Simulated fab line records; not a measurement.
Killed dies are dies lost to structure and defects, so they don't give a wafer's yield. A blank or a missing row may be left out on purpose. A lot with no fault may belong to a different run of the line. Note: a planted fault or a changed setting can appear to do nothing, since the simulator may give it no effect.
Which tool is to blame? || flow n5_finfet || 72 wafers sampled from 24 lots at 1 step of a route of 1938

== WHAT THE GAUGES SHOWED, per wafer ==
N5_BEOL_M0_SAQP_OVL_MEAS_41. Usual: M0_CUT1_OVL gives -0.5 nm (standard deviation 0.65).
{"lot": "L074", "measured": "day 5 16:38", "on": "overlay-01", "M0_CUT1_OVL (nm)": "-1.4 -0.4 -0.7", "flag": ""}
{"lot": "L075", "measured": "day 5 21:26", "on": "overlay-02", "M0_CUT1_OVL (nm)": "-1.0 -0.2 0.6", "flag": ""}
{"lot": "L076", "measured": "day 6 05:44", "on": "overlay-01", "M0_CUT1_OVL (nm)": "0.4 -0.7 -0.4", "flag": ""}
{"lot": "L077", "measured": "day 6 11:50", "on": "overlay-02", "M0_CUT1_OVL (nm)": "-0.5 -1.2 -1.2", "flag": ""}
{"lot": "L078", "measured": "day 6 18:11", "on": "overlay-01", "M0_CUT1_OVL (nm)": "-0.6 -0.5 -0.8", "flag": ""}
{"lot": "L080", "measured": "day 7 08:47", "on": "overlay-01", "M0_CUT1_OVL (nm)": "-0.9 -0.5 -1.0", "flag": ""}
{"lot": "L079", "measured": "day 7 11:38", "on": "overlay-01", "M0_CUT1_OVL (nm)": "0.4 -0.2 0.3", "flag": ""}
{"lot": "L081", "measured": "day 7 14:54", "on": "overlay-01", "M0_CUT1_OVL (nm)": "-1.0 -1.2 -1.2", "flag": ""}
{"lot": "L082", "measured": "day 7 19:43", "on": "overlay-01", "M0_CUT1_OVL (nm)": "-0.5 -0.9 0.3", "flag": ""}
{"lot": "L083", "measured": "day 7 21:32", "on": "overlay-02", "M0_CUT1_OVL (nm)": "0.0 -0.4 -1.0", "flag": ""}
{"lot": "L084", "measured": "day 8 06:55", "on": "overlay-01", "M0_CUT1_OVL (nm)": "-1.4 -1.3 -0.4", "flag": ""}
{"lot": "L085", "measured": "day 8 09:35", "on": "overlay-01", "M0_CUT1_OVL (nm)": "-1.0 -0.8 -1.0", "flag": ""}
{"lot": "L086", "measured": "day 8 19:43", "on": "overlay-02", "M0_CUT1_OVL (nm)": "-0.3 -1.7 -0.6", "flag": ""}
{"lot": "L087", "measured": "day 8 22:40", "on": "overlay-02", "M0_CUT1_OVL (nm)": "-1.7 -0.9 -1.9", "flag": ""}
{"lot": "L088", "measured": "day 9 04:34", "on": "overlay-01", "M0_CUT1_OVL (nm)": "-0.8 -0.1 -0.6", "flag": ""}
{"lot": "L089", "measured": "day 9 13:01", "on": "overlay-01", "M0_CUT1_OVL (nm)": "-0.8 -0.9 0.1", "flag": ""}
{"lot": "L090", "measured": "day 9 16:08", "on": "overlay-01", "M0_CUT1_OVL (nm)": "0.2 -0.6 -0.6", "flag": ""}
{"lot": "L091", "measured": "day 9 23:12", "on": "overlay-01", "M0_CUT1_OVL (nm)": "0.1 0.0 1.1", "flag": ""}
{"lot": "L092", "measured": "day 10 08:52", "on": "overlay-02", "M0_CUT1_OVL (nm)": "-0.9 -0.6 -0.6", "flag": ""}
{"lot": "L093", "measured": "day 10 21:53", "on": "overlay-02", "M0_CUT1_OVL (nm)": "-0.4 -0.1 0.1", "flag": ""}
{"lot": "L094", "measured": "day 10 22:24", "on": "overlay-01", "M0_CUT1_OVL (nm)": "-0.4 -0.4 -0.6", "flag": ""}
{"lot": "L095", "measured": "day 11 00:47", "on": "overlay-01", "M0_CUT1_OVL (nm)": "0.4 -0.5 -0.3", "flag": ""}
{"lot": "L096", "measured": "day 11 04:48", "on": "overlay-02", "M0_CUT1_OVL (nm)": "-1.3 -0.7 0.1", "flag": ""}
{"lot": "L097", "measured": "day 11 12:19", "on": "overlay-01", "M0_CUT1_OVL (nm)": "-0.8 0.2 0.6", "flag": ""}

== WHAT TOOL EACH LOT RAN ON (gives the tool, then ch and the chambers of the sampled wafers, and finally the start) ==
Record: no process step prior to these readings.

== WHAT THE TOOLS THEMSELVES READ (means of the sampled wafers that have a number; where no wafer has one, the mark that the record gives instead) ==
The record holds no such reading with a usual standard deviation.

== THE ANSWER, worked out from the rows above alone ==
Rule: a lot counts as off when the mean over its wafers that have a number is more than 3 standard deviations away from the usual mean. Also off: a lot with no number at a reading for which 4 or more lots have one. Any other lot the step has rows for is counted as sound. The gauges are gone through in route order, then the tools' own readings, and for those a lot's mean is taken as printed above. At the first step where some lot is off, the reading lying furthest off is the one used; lots without a number count as furthest.
Nothing can be told from this: no lot is off at any reading shown.

== WHAT WAS PUT IN BY THE SIMULATOR ==
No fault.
